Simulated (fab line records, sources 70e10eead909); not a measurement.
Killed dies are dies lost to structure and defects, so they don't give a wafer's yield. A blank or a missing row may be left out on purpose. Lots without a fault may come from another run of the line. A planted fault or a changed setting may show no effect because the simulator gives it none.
Chamber matching | flow nand_harc | NHARC_P_M0_DEP_32 on pecvd-02: 3 sister chambers
The step deposits SiCN, target thk 30 nm. 27 wafers are shown with their chamber, then 12 later ones without.

WAFERS WITH THEIR CHAMBER
wafer  | chamber | heater_power_w (W) | susceptor_temp_C (C)
L076.1 | 1       | 520                | 370.09
L076.5 | 2       | 717                | 369.57
L076.6 | 1       | 507                | 370.22
L077.1 | 1       | 627                | 369.87
L077.3 | 0       | 430                | 370.09
L077.6 | 2       | 726                | 370.15
L078.3 | 2       | 755                | 370.18
L078.4 | 2       | 768                | 370.19
L078.5 | 1       | 609                | 370.17
L083.2 | 0       | 472                | 369.96
L083.3 | 2       | 684                | 369.74
L083.5 | 2       | 689                | 369.95
L084.1 | 0       | 493                | 370.06
L084.4 | 1       | 580                | 370.08
L084.6 | 0       | 494                | 370.03
L086.1 | 2       | 662                | 369.96
L086.5 | 0       | 502                | 369.58
L086.6 | 1       | 501                | 370.01
L085.2 | 0       | 442                | 369.88
L085.3 | 2       | 628                | 369.89
L085.6 | 1       | 535                | 370.08
L087.1 | 0       | 425                | 369.89
L087.3 | 1       | 547                | 370.02
L087.5 | 2       | 620                | 370.08
L090.1 | 1       | 530                | 370.06
L090.2 | 2       | 709                | 369.80
L090.6 | 1       | 512                | 370.16

SIGNATURES (means of the wafers above)
reading          | chamber 0 | chamber 1 | chamber 2 | scatter within a chamber
heater_power_w   | 465.43    | 546.80    | 695.80    | 43.7
susceptor_temp_C | 369.9271  | 370.0760  | 369.9510  | 0.164
Rule: a wafer's distance from a chamber is the root of the sum, over the readings, of the square of ((its reading less the chamber's mean) divided by the reading's scatter). The wafer belongs to the nearest chamber; if the next one is less than 2 further off, it can't be placed. The scatter: the root of (the sum of the squares of (reading less its chamber's mean) over the shown wafers, divided by (wafers less chambers)).

WAFERS WITHOUT THEIR CHAMBER
wafer  | heater_power_w (W) | susceptor_temp_C (C)
L091.1 | 734                | 370.13
L091.3 | 475                | 369.91
L091.4 | 723                | 369.84
L095.1 | 449                | 370.07
L095.2 | 761                | 369.79
L095.4 | 450                | 370.16
L096.3 | 500                | 369.87
L096.5 | 641                | 369.90
L096.6 | 686                | 370.37
L097.1 | 476                | 370.32
L097.5 | 494                | 369.63
L097.6 | 589                | 369.96

WHICH CHAMBER EACH WENT THROUGH
wafer  | from the rows above          | in truth
L091.1 | 2                            | 2
L091.3 | can't be placed: 0 or 1      | 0
L091.4 | 2                            | 2
L095.1 | can't be placed: 0 or 1      | 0
L095.2 | 2                            | 2
L095.4 | can't be placed: 0 or 1      | 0
L096.3 | can't be placed: 0 or 1      | 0
L096.5 | can't be placed: 2 or 1      | 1
L096.6 | can't be placed: 2 or 1      | 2
L097.1 | can't be placed: 1 or 0      | 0
L097.5 | can't be placed: 0 or 1      | 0
L097.6 | can't be placed: 1 or 2 or 0 | 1
Placed correctly: 3 of 12. Can't be placed from these rows: 9 (the true chamber is among the candidates in 9). Placed wrongly: 0.
